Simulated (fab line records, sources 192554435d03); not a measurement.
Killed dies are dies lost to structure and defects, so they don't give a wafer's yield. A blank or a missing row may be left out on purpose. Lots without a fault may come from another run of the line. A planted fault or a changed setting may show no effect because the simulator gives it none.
Which tool did it? | flow n5_finfet | 24 lots, 72 wafers sampled, at 5 steps of a route of 1938

WHAT THE GAUGES READ, wafer by wafer
N5_PMOS_HMC_CHANNEL_EPI_OVL_MEAS_10. Usual: PMOS_HMC_BLK_OVL 0.5 nm, standard deviation 0.68.
lot  | measured    | on         | PMOS_HMC_BLK_OVL (nm) | flag
L074 | day 1 18:24 | overlay-01 | 0.1 0.5 0.3           |
L075 | day 1 23:19 | overlay-02 | 1.1 1.9 1.4           |
L076 | day 2 05:10 | overlay-02 | 0.6 0.8 0.3           |
L077 | day 2 11:08 | overlay-01 | -0.2 -0.3 0.8         |
L078 | day 2 17:29 | overlay-01 | 0.8 0.9 -0.4          |
L079 | day 2 23:17 | overlay-02 | 0.5 0.2 0.0           |
L080 | day 3 05:46 | overlay-01 | 0.7 1.1 0.0           |
L081 | day 3 11:24 | overlay-01 | 1.3 -0.3 0.2          |
L082 | day 3 17:03 | overlay-01 | 0.5 0.5 0.1           |
L083 | day 3 23:31 | overlay-01 | 0.1 0.3 2.1           |
L084 | day 4 05:10 | overlay-02 | 0.7 0.9 0.9           |
L085 | day 4 11:58 | overlay-02 | 0.9 0.8 1.4           |
L086 | day 4 17:05 | overlay-01 | -0.2 0.1 0.5          |
L087 | day 4 23:09 | overlay-01 | 1.5 0.8 1.5           |
L088 | day 5 05:40 | overlay-02 | 0.0 0.1 0.7           |
L089 | day 5 11:37 | overlay-01 | 0.9 1.1 1.1           |
L090 | day 5 17:35 | overlay-01 | 0.3 -0.4 1.0          |
L091 | day 6 00:14 | overlay-01 | 0.9 1.4 0.7           |
L092 | day 6 05:13 | overlay-02 | 0.4 1.5 0.7           |
L093 | day 6 11:47 | overlay-02 | -0.5 -0.2 -0.2        |
L094 | day 6 17:37 | overlay-01 | 0.3 -0.2 0.2          |
L095 | day 6 23:44 | overlay-01 | 0.2 -1.2 -0.6         |
L096 | day 7 06:13 | overlay-01 | -0.2 -1.3 -1.5        |
L097 | day 7 14:26 | overlay-01 | 0.2 0.0 0.7           |

N5_PMOS_HMC_CHANNEL_EPI_INSPECT_30: inspects for defects (darkfield). Usual: raw_defect_count 20, standard deviation 6.5.
lot  | measured    | on                | raw_defect_count | flag
L074 | day 1 21:13 | defect_inspect-02 | 13 24 11         |
L075 | day 2 02:07 | defect_inspect-02 | 20 17 34         |
L076 | day 2 07:58 | defect_inspect-02 | 9 21 19          |
L077 | day 2 14:16 | defect_inspect-01 | 15 16 12         |
L078 | day 2 20:27 | defect_inspect-01 | 19 10 27         |
L079 | day 3 02:06 | defect_inspect-02 | 32 18 14         |
L080 | day 3 08:34 | defect_inspect-02 | 26 25 22         |
L081 | day 3 14:14 | defect_inspect-01 | 14 11 16         |
L082 | day 3 19:52 | defect_inspect-01 | 11 15 17         |
L083 | day 4 02:19 | defect_inspect-02 | 24 14 24         |
L084 | day 4 07:59 | defect_inspect-02 | 21 21 23         |
L085 | day 4 14:56 | defect_inspect-01 | 22 6 29          |
L086 | day 4 20:22 | defect_inspect-01 | 20 33 15         |
L087 | day 5 02:59 | defect_inspect-02 | 26 32 34         |
L088 | day 5 08:46 | defect_inspect-02 | 18 26 14         |
L089 | day 5 14:55 | defect_inspect-01 | 17 26 13         |
L090 | day 5 20:35 | defect_inspect-01 | 10 14 14         |
L091 | day 6 03:37 | defect_inspect-01 | 20 22 28         |
L092 | day 6 08:31 | defect_inspect-02 | 13 14 22         |
L093 | day 6 14:58 | defect_inspect-02 | 15 38 18         |
L094 | day 6 20:56 | defect_inspect-02 | 23 26 20         |
L095 | day 7 02:58 | defect_inspect-02 | 34 23 22         |
L096 | day 7 09:25 | defect_inspect-01 | 26 23 29         |
L097 | day 7 17:19 | defect_inspect-02 | 13 13 16         |

N5_FIN_SAQP_THK_MEAS_05. Usual: thk_nm 37.9 nm, standard deviation 0.47.
lot  | measured    | on            | thk_nm (nm)    | flag
L074 | day 1 21:55 | film_metro-01 | 38.2 38.6 38.8 |
L075 | day 2 02:46 | film_metro-02 | 36.3 38.0 37.1 |
L076 | day 2 10:15 | film_metro-01 | 38.0 37.9 38.1 |
L077 | day 2 15:00 | film_metro-01 | 37.9 38.0 38.4 |
L078 | day 2 21:39 | film_metro-01 | 37.7 38.2 37.8 |
L079 | day 3 02:56 | film_metro-01 | 37.7 37.5 37.6 |
L080 | day 3 09:12 | film_metro-02 | 37.6 37.5 38.5 |
L081 | day 3 14:51 | film_metro-02 | 37.6 38.2 38.2 |
L082 | day 3 21:55 | film_metro-02 | 37.3 37.6 37.7 |
L083 | day 4 03:04 | film_metro-01 | 37.8 38.5 38.3 |
L084 | day 4 08:37 | film_metro-02 | 37.8 37.8 38.1 |
L085 | day 4 16:02 | film_metro-01 | 37.3 38.1 37.6 |
L086 | day 4 21:47 | film_metro-01 | 38.1 37.9 37.8 |
L087 | day 5 03:54 | film_metro-02 | 37.5 37.9 39.0 |
L088 | day 5 09:28 | film_metro-01 | 37.8 38.4 38.7 |
L089 | day 5 15:33 | film_metro-02 | 37.8 37.6 38.0 |
L090 | day 5 21:34 | film_metro-01 | 37.2 37.8 37.6 |
L091 | day 6 04:16 | film_metro-02 | 37.9 37.7 37.3 |
L092 | day 6 09:10 | film_metro-02 | 38.6 38.3 38.5 |
L093 | day 6 16:34 | film_metro-01 | 37.3 38.7 38.9 |
L094 | day 6 21:34 | film_metro-01 | 37.5 38.7 38.2 |
L095 | day 7 04:35 | film_metro-02 | 37.3 37.8 38.7 |
L096 | day 7 11:31 | film_metro-01 | 38.1 38.7 37.9 |
L097 | day 7 18:15 | film_metro-02 | 37.0 37.8 38.6 |

WHICH TOOL RAN EACH LOT (tool, then ch and the chambers of the sampled wafers, then the start)
lot  | N5_PMOS_HMC_CHANNEL_EPI_HM_DEP_34 | N5_FIN_SAQP_HM_DEP_03
L074 | pecvd-01 ch 0,1, day 1 17:58      | pecvd-03 ch 0,1, day 1 21:48
L075 | pecvd-03 ch 0,1, day 1 22:53      | pecvd-02 ch 0,1, day 2 02:40
L076 | pecvd-03 ch 0,1, day 2 04:51      | pecvd-03 ch 0,1, day 2 10:10
L077 | pecvd-01 ch 1,2, day 2 10:43      | pecvd-03 ch 0,1, day 2 14:55
L078 | pecvd-03 ch 0, day 2 17:02        | pecvd-03 ch 0,1, day 2 21:32
L079 | pecvd-01 ch 0,1, day 2 22:51      | pecvd-02 ch 1,2, day 3 02:50
L080 | pecvd-01 ch 0,1,2, day 3 05:27    | pecvd-01 ch 0,2, day 3 09:07
L081 | pecvd-03 ch 0,1, day 3 10:58      | pecvd-02 ch 1,2, day 3 14:46
L082 | pecvd-04 ch 0,1, day 3 16:44      | pecvd-03 ch 0,1,2, day 3 21:50
L083 | pecvd-03 ch 0,1, day 3 23:12      | pecvd-01 ch 1,2, day 4 02:59
L084 | pecvd-04 ch 0,1,2, day 4 04:44    | pecvd-03 ch 0,2, day 4 08:32
L085 | pecvd-04 ch 0,1,2, day 4 11:32    | pecvd-02 ch 1,2, day 4 15:57
L086 | pecvd-04 ch 0,1,2, day 4 16:38    | pecvd-02 ch 0,1,2, day 4 21:42
L087 | pecvd-01 ch 0,2, day 4 22:43      | pecvd-01 ch 0,2, day 5 03:49
L088 | pecvd-01 ch 0,1, day 5 05:13      | pecvd-02 ch 0,2, day 5 09:23
L089 | pecvd-01 ch 0,1,2, day 5 11:12    | pecvd-02 ch 0,1,2, day 5 15:29
L090 | pecvd-01 ch 1,2, day 5 17:16      | pecvd-02 ch 0,1, day 5 21:28
L091 | pecvd-04 ch 1,2, day 5 23:47      | pecvd-03 ch 0,1,2, day 6 04:10
L092 | pecvd-03 ch 1,2, day 6 04:46      | pecvd-03 ch 0,2, day 6 09:04
L093 | pecvd-03 ch 0,2, day 6 11:28      | pecvd-01 ch 0,1,2, day 6 16:28
L094 | pecvd-03 ch 1,2, day 6 17:10      | pecvd-03 ch 1,2, day 6 21:28
L095 | pecvd-01 ch 1,2, day 6 23:19      | pecvd-01 ch 0,2, day 7 04:29
L096 | pecvd-03 ch 1,2, day 7 05:47      | pecvd-03 ch 1,2, day 7 11:26
L097 | pecvd-01 ch 0,1, day 7 14:07      | pecvd-02 ch 1,2, day 7 18:10
- N5_PMOS_HMC_CHANNEL_EPI_HM_DEP_34: deposits SiO2 from TEOS/O2, target thk 36 nm, time 6.9 s.
- N5_FIN_SAQP_HM_DEP_03: deposits SiNx from SiH4/NH3/N2, target thk 38 nm, time 33.6 s.

WHAT THE TOOLS THEMSELVES READ (means of the sampled wafers that have a number; where no wafer has one, the mark that the record gives instead)
N5_PMOS_HMC_CHANNEL_EPI_HM_DEP_34. Usual: heater_power_w 561 W, standard deviation 98; showerhead_plenum_p_Torr 8.36 Torr, standard deviation 0.044; throttle_valve_pct 18.5 %, standard deviation 0.79.
lot  | tool     | heater_power_w (W) | showerhead_plenum_p_Torr (Torr) | throttle_valve_pct (%) | flag
L074 | pecvd-01 | 569                | 8.36                            | 18.0                   |
L075 | pecvd-03 | 655                | 8.39                            | 19.1                   |
L076 | pecvd-03 | 665                | 8.39                            | 18.9                   |
L077 | pecvd-01 | 462                | 8.33                            | 18.6                   |
L078 | pecvd-03 | 584                | 8.40                            | 18.2                   |
L079 | pecvd-01 | 489                | 8.37                            | 18.3                   |
L080 | pecvd-01 | 553                | 8.36                            | 18.6                   |
L081 | pecvd-03 | 565                | 8.39                            | 18.5                   |
L082 | pecvd-04 | 424                | 8.39                            | 18.4                   |
L083 | pecvd-03 | 664                | 8.40                            | 18.5                   |
L084 | pecvd-04 | 437                | 8.36                            | 17.9                   |
L085 | pecvd-04 | 496                | 8.37                            | 18.1                   |
L086 | pecvd-04 | 458                | 8.37                            | 18.1                   |
L087 | pecvd-01 | 573                | 8.38                            | 19.4                   |
L088 | pecvd-01 | 492                | 8.34                            | 18.3                   |
L089 | pecvd-01 | 560                | 8.36                            | 18.7                   |
L090 | pecvd-01 | 555                | 8.35                            | 19.2                   |
L091 | pecvd-04 | 536                | 8.36                            | 17.6                   |
L092 | pecvd-03 | 596                | 8.32                            | 18.3                   |
L093 | pecvd-03 | 664                | 8.35                            | 18.1                   |
L094 | pecvd-03 | 594                | 8.34                            | 19.0                   |
L095 | pecvd-01 | 526                | 8.35                            | 19.4                   |
L096 | pecvd-03 | 537                | 8.30                            | 18.3                   |
L097 | pecvd-01 | 564                | 8.38                            | 18.3                   |

N5_FIN_SAQP_HM_DEP_03. Usual: heater_power_w 808 W, standard deviation 110; showerhead_plenum_p_Torr 5.16 Torr, standard deviation 0.081; throttle_valve_pct 39.5 %, standard deviation 1.7.
lot  | tool     | heater_power_w (W) | showerhead_plenum_p_Torr (Torr) | throttle_valve_pct (%) | flag
L074 | pecvd-03 | 892                | 5.21                            | 40.8                   |
L075 | pecvd-02 | 862                | 5.17                            | 39.3                   |
L076 | pecvd-03 | 845                | 5.20                            | 40.8                   |
L077 | pecvd-03 | 890                | 5.24                            | 39.8                   |
L078 | pecvd-03 | 816                | 5.21                            | 40.8                   |
L079 | pecvd-02 | 856                | 5.10                            | 39.3                   |
L080 | pecvd-01 | 805                | 5.22                            | 41.2                   |
L081 | pecvd-02 | 874                | 5.10                            | 39.4                   |
L082 | pecvd-03 | 818                | 5.15                            | 39.4                   |
L083 | pecvd-01 | 715                | 5.12                            | 39.9                   |
L084 | pecvd-03 | 815                | 5.10                            | 38.1                   |
L085 | pecvd-02 | 893                | 5.11                            | 39.5                   |
L086 | pecvd-02 | 799                | 5.12                            | 39.0                   |
L087 | pecvd-01 | 828                | 5.23                            | 40.3                   |
L088 | pecvd-02 | 717                | 5.10                            | 37.9                   |
L089 | pecvd-02 | 776                | 5.12                            | 39.0                   |
L090 | pecvd-02 | 917                | 5.16                            | 39.5                   |
L091 | pecvd-03 | 820                | 5.15                            | 39.6                   |
L092 | pecvd-03 | 779                | 5.19                            | 38.6                   |
L093 | pecvd-01 | 722                | 5.17                            | 40.1                   |
L094 | pecvd-03 | 831                | 5.12                            | 40.7                   |
L095 | pecvd-01 | 802                | 5.23                            | 41.3                   |
L096 | pecvd-03 | 790                | 5.07                            | 39.4                   |
L097 | pecvd-02 | 956                | 5.14                            | 40.0                   |

THE ANSWER, worked out from the rows above alone
Rule: a lot is off if the mean of its wafers that have a number lies more than 3 standard deviations from the usual mean. A lot without any number at a reading at which 4 lots or more have one is off too. The other lots that the step has rows for count as sound. The gauges are gone through in route order, then the tools' own readings, and for those a lot's mean is taken as printed above. The first step at which some lot is off is used, and at that step the reading that is off furthest; a lot without a number counts as furthest.
No lot is off at any reading shown: from this, nothing can be told.

WHAT THE SIMULATOR HAD PUT IN
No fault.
